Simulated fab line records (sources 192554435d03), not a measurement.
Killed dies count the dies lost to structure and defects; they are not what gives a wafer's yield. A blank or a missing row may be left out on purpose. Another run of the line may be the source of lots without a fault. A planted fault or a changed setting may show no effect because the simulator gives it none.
Split-lot study ; flow n5 finfet ; on a route of 1938 steps: 7 lots, 39 wafers read

ON THE SPLIT
At N5_DUMMY_GATE_ETCH_37 (etches SOC in N2/H2, target depth 60 nm, overetch 30 nm), the setting source w was moved away from the recipe's 840 W on 12 of the 39 wafers read, by -7.5% to +13.7%. For the rest of the wafers, this setting stayed at what the recipe calls for.

The split's own step is where the reading is taken.

THE READING
rf vpp V, in V, at N5_DUMMY_GATE_ETCH_37 (etches SOC in N2/H2, target depth 60 nm, overetch 30 nm). A value of 523.8 V with a standard deviation of 2.1 V is what fault-free wafers of this fab line usually give.

wafer;tool, chamber at the split;source w as run, W;against the recipe;rf vpp V, V;against lot-mates on the recipe
L074.1;rie diel-03, 0;901;+7.3%;513.8;-10.0
L074.2;rie diel-03, 2;840;recipe;520.8;-
L074.3;rie diel-03, 3;840;recipe;525.3;-
L074.4;rie diel-03, 1;901;+7.3%;514.2;-9.6
L074.5;rie diel-03, 1;840;recipe;525.4;-
L074.6;rie diel-03, 0;901;+7.3%;513.9;-9.9
L084.1;rie diel-01, 0;840;recipe;525.4;-
L084.2;rie diel-01, 1;840;recipe;521.1;-
L084.3;rie diel-01, 2;840;recipe;525.2;-
L084.4;rie diel-01, 3;840;recipe;523.1;-
L084.5;rie diel-01, 2;840;recipe;524.3;-
L084.6;rie diel-01, 1;840;recipe;520.1;-
L086.1;rie diel-01, 1;840;recipe;519.0;-
L086.2;rie diel-01, 3;776.9;-7.5%;536.7;+14.5
L086.3;rie diel-01, 0;776.9;-7.5%;537.4;+15.2
L086.4;rie diel-01, 2;776.9;-7.5%;538.6;+16.4
L086.5;rie diel-01, 3;840;recipe;522.4;-
L086.6;rie diel-01, 0;840;recipe;525.3;-
L089.1;rie diel-03, 2;955.5;+13.7%;498.2;-25.7
L089.2;rie diel-03, 3;840;recipe;523.3;-
L089.3;rie diel-03, 1;955.5;+13.7%;504.7;-19.2
L089.4;rie diel-03, 0;840;recipe;525.8;-
L089.5;rie diel-03, 2;955.5;+13.7%;498.7;-25.2
L089.6;rie diel-03, 3;840;recipe;522.7;-
L092.4;rie diel-03, 0;840;recipe;524.8;-
L092.5;rie diel-03, 0;840;recipe;524.4;-
L092.6;rie diel-03, 1;840;recipe;524.7;-
L093.1;rie diel-01, 1;840;recipe;521.1;-
L093.2;rie diel-01, 2;840;recipe;523.8;-
L093.3;rie diel-01, 0;840;recipe;524.4;-
L093.4;rie diel-01, 0;840;recipe;525.0;-
L093.5;rie diel-01, 1;840;recipe;521.3;-
L093.6;rie diel-01, 2;840;recipe;524.2;-
L095.1;rie diel-01, 1;840;recipe;520.3;-
L095.2;rie diel-01, 2;840;recipe;524.2;-
L095.3;rie diel-01, 0;953.1;+13.5%;503.3;-19.0
L095.4;rie diel-01, 3;953.1;+13.5%;500.9;-21.4
L095.5;rie diel-01, 2;953.1;+13.5%;501.6;-20.7
L095.6;rie diel-01, 3;840;recipe;522.5;-

THE FIT
A straight line over all 39 wafers: rf vpp V changes by -1.64 V for each +1% of source w; r = -0.98; the points scatter about the line by 2.1 V.
The same after taking each lot's own level away (the mean of its wafers on the recipe; 39 wafers): -1.66 V for each +1%; r = -0.98; scatter 2.1 V.
The reading moves by 23 V for the largest change in source w, on that fit.
Measured against the standard deviation above, the lots' own levels, which go from 522.23 to 524.63 V, span 1.1 times it.
Consequently the slope shifts little with the lot-to-lot level, the two slopes agreeing.
Check: with one of the wafers moved furthest among these (+13.7%) left out of the fit, the line predicts -21.8 V for it against its lot-mates. It came out at -25.7 V against them.
Tool readings at the split's step, against how far the setting was moved: rf vpp V r = -0.98.

OTHER SPLITS APPLIED TO THESE WAFERS
These wafers also went through other splits before the reading. Each is held against what the fit with the lots' levels taken away leaves over:
other split on the same wafers;wafers away from the commonest value;r with rf vpp V (lot level and that fit taken away)
N5_PMOS_HMC_CHANNEL_EPI_FIN_RECESS_16 time s;12;-0.18
N5_FIN_SAQP_EXPOSE_13 dose mj;12;-0.24
N5_DUMMY_GATE_HM_DEP_06 time s;30;+0.14

FILE'S OWN FIT
rf vpp V changes by -1.63 V for each +1% of source w, r = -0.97.
